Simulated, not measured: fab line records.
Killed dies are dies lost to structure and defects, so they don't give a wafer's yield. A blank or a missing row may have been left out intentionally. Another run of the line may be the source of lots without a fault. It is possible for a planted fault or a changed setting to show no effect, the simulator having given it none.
A lot that was struck, set against a sound lot ; flow n5 finfet ; 14 steps out of a route of 1938
Sound: these wafers, L166.1, L166.2, L166.3. Wafers L158.1, L158.3, L158.4 were the ones struck. The cause is named last.
Per side, at each step with rows, come the tool, then ch with its chambers, and then its first start. Under that, the readings that differ: sound wafers ; struck wafers ; difference of the means ; sigmas: that difference in standard deviations of wafers without a fault.
alike: words and numbers the same on both sides, and readings whose means are apart by under 2 such deviations; not compared: readings that were withheld, readings missing a value for some wafer, numbers with overlapping values and no deviation given by the record, and bounds like >300 which may hide the same value.
Wherever a step has rows on one side only, a row that says differs or no value, or a row with sigmas, the two part there. Numbers that don't overlap but have no deviation are shown without sigmas and don't part them. Lack of a reading on every wafer of one side parts them only where that side has two or more wafers.

first, 8 steps without rows for these wafers: N5_MIM_BOT_LITHO_HMDS_01 (time 60 s); N5_MIM_BOT_LITHO_COAT_02; N5_MIM_BOT_LITHO_EBR_04; N5_MIM_BOT_LITHO_SOFTBAKE_03 (time 90 s); N5_MIM_BOT_LITHO_EXPOSE_05 (exposes mask MIM BOT); N5_MIM_BOT_LITHO_PEB_06; N5_MIM_BOT_LITHO_DEVELOP_07 (develop time 60 s); N5_MIM_BOT_LITHO_HARDBAKE_09 (time 120 s).
N5_MIM_BOT_LITHO_CD_MEAS_08: the cd target is 3000 nm.
  sound on cd sem-01 ch 0, day 16 11:37; struck on cd sem-02 ch 0, day 14 11:06
  alike: cd nm
N5_MIM_BOT_LITHO_OVL_MEAS_11:
  sound on overlay-01 ch 0, day 16 11:39; struck on overlay-02 ch 0, day 14 11:08
  alike: MIM_BOT_OVL
N5_MIM_BOT_LITHO_INSPECT_12: inspects for defects (macro).
  struck on defect inspect-02, day 14 11:09; sound on defect inspect-01, day 16 11:40
  alike: raw defect count
N5_MIM_BOT_LITHO_DESCUM_10: chemistry O2, time 7.9 s.
  sound on rie diel-03 ch 0,1,2, day 16 11:43; struck on rie diel-02 ch 0,1,2, day 14 11:11
reading;sound;struck;difference;sigmas
drypump motor current A (A);5.8 6.3 6.4;5.6 4.8 5.5;-0.9;-2
  alike: oes product au, rf vpp V, showerhead plenum p Torr, throttle valve pct
  not compared: rf hours counter h
N5_MIM_BOT_ETCH_ETCH_04: etches SiNx in CF4/O2, target depth 26 nm, time 13 s.
  sound on rie diel-03 ch 0,1,2, day 16 11:46; struck on rie diel-02 ch 0,1,2, day 14 11:15
reading;sound;struck;difference;sigmas
cf4 flow sccm (sccm);100.1 100.0 100.3;130.8 130.2 130.0;+30.2;+97
drypump motor current A (A);5.8 6.3 6.4;5.6 4.8 5.5;-0.9;-2
oes_o_777_au (a.u.);0.93 0.82 0.96;0.64 0.70 0.56;-0.27;-4
showerhead plenum p Torr (Torr);2.25 2.14 2.33;2.44 2.55 2.40;+0.22;+3
throttle valve pct (%);15.63 15.58 15.56;17.39 16.73 16.82;+1.39;+6
model.etch.depth nm (nm);26.04 25.69 26.72;27.4 26.94 27.33;+1.1;
  alike: bias w, oes product au, rf vpp V
  not compared: rf hours counter h
N5_MIM_BOT_ETCH_ETCH_03: etches the open film in Cl2/BCl3, target depth 12 nm.
  sound on rie metal-01 ch 0,1, day 16 11:52; struck on rie metal-01 ch 0,1, day 14 11:20
  alike: bcl3 flow sccm, bias w, drypump motor current A, oes product au, throttle valve pct
  not compared: rf hours counter h

## WHERE THEY PART
At N5_MIM_BOT_LITHO_DESCUM_10 first; at N5_MIM_BOT_ETCH_ETCH_04 last (within this record only). Later steps at which nothing parts them and some readings are alike: N5_MIM_BOT_ETCH_ETCH_03.

WHY: the cause the simulator had injected
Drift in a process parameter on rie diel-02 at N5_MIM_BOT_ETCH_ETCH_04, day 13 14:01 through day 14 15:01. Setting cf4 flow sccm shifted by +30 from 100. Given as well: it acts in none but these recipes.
